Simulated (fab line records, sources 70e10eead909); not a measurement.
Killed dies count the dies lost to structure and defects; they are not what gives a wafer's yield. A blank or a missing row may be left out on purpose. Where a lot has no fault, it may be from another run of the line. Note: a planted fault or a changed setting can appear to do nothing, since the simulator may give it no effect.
A struck lot beside a sound one :: flow nand_harc :: 14 out of 1159 route steps
Sound: these wafers, L871.1, L871.3, L871.5. Struck: wafer L880.2. (L880.5, L880.6 of the same lot were not struck and are left out.) The cause comes at the end.
Order at every step that has rows: each side's tool, ch and its chambers, its first start. Under that, the readings that differ: sound wafers :: struck wafers :: difference of the means :: sigmas: that difference in standard deviations of wafers without a fault.
alike: words and numbers the same on both sides, and readings whose means are apart by under 2 such deviations; not compared: readings that were withheld, readings missing a value for some wafer, numbers with overlapping values and no deviation given by the record, and bounds like >300 which may hide the same value.
The two part at a step that has a row with sigmas, a row that says differs or no value, or rows on one side only. Numbers that don't overlap but have no deviation are shown without sigmas and don't part them. A reading missing from all wafers of one side parts the sides only when that side holds two or more wafers.

first, 7 steps without rows for these wafers: NHARC_P_BONDPAD_COAT_36 (time 65 s); NHARC_P_BONDPAD_COAT_03 (resist thk 600 nm); NHARC_P_BONDPAD_SOFTBAKE_04 (time 70 s); NHARC_P_BONDPAD_EBR_05; NHARC_P_BONDPAD_EXPOSE_06 (exposes mask P BPAD); NHARC_P_BONDPAD_PEB_07 (peb time 80 s); NHARC_P_BONDPAD_DEVELOP_08 (time 50 s).
NHARC_P_BONDPAD_CD_MEAS_09 targets a cd of 500 nm.
  sound on cd_sem-02 ch 0, day 8 04:35; struck on cd_sem-01 ch 0, day 10 19:25
reading: cd_nm (nm)
sound: 502.9 502.4 502.5
struck: 499.7
difference: -2.9
sigmas: -2
NHARC_P_BONDPAD_OVL_MEAS_38:
  sound: overlay-01 at day 8 04:42; struck: overlay-01 at day 10 19:30
reading: overlay_x_nm (nm)
sound: -2 -2 -1
struck: 11
difference: +13
sigmas: +2

reading: overlay_y_nm (nm)
sound: 7 6 6
struck: -8
difference: -14
sigmas: -2
then, 1 step without rows for these wafers: NHARC_P_BONDPAD_HARDBAKE_10 (time 65 s).
NHARC_P_BONDPAD_DESCUM_11: chemistry O2, time 3 s.
  sound on rie_diel-08 ch 0,2,3, day 8 04:49; struck on rie_diel-08 ch 2, day 10 19:39
  alike: drypump_motor_current_A, mfc_ar_sccm, oes_product_au, rf_vpp_V, showerhead_plenum_p_Torr, throttle_valve_pct
  not compared: rf_hours_counter_h
NHARC_P_BONDPAD_ETCH_37: etches the open film in N2/H2, target depth 60 nm, overetch 18 nm, time 65.91 s.
  sound on rie_diel-08 ch 0,2, day 8 04:55; struck on rie_diel-08 ch 2, day 10 19:43
  alike: drypump_motor_current_A, mfc_ar_sccm, oes_product_au, rf_vpp_V, run_length_s, showerhead_plenum_p_Torr, throttle_valve_pct
  not compared: rf_hours_counter_h
NHARC_P_BONDPAD_ETCH_12: etches the open film in CHF3/O2, target depth 200 nm, time 100 s.
  sound on rie_diel-08 ch 0,2,3, day 8 05:01; struck on rie_diel-08 ch 3, day 10 19:49
reading: run_length_s (s)
sound: 120.5 121.0 121.4
struck: 113.8
difference: -7.2
sigmas: -17
  alike: drypump_motor_current_A, mfc_ar_sccm, oes_product_au, rf_vpp_V, showerhead_plenum_p_Torr, throttle_valve_pct
  not compared: rf_hours_counter_h
NHARC_P_BONDPAD_CD_MEAS_13:
  sound: cd_sem-03 at day 8 05:08; struck: cd_sem-01 at day 10 19:56
  alike: cd_nm

## WHERE THEY PART
First at NHARC_P_BONDPAD_CD_MEAS_09; last, within this record, at NHARC_P_BONDPAD_ETCH_12. Later steps at which nothing parts them and some readings are alike: NHARC_P_BONDPAD_CD_MEAS_13.

WHY: whatever the simulator had introduced
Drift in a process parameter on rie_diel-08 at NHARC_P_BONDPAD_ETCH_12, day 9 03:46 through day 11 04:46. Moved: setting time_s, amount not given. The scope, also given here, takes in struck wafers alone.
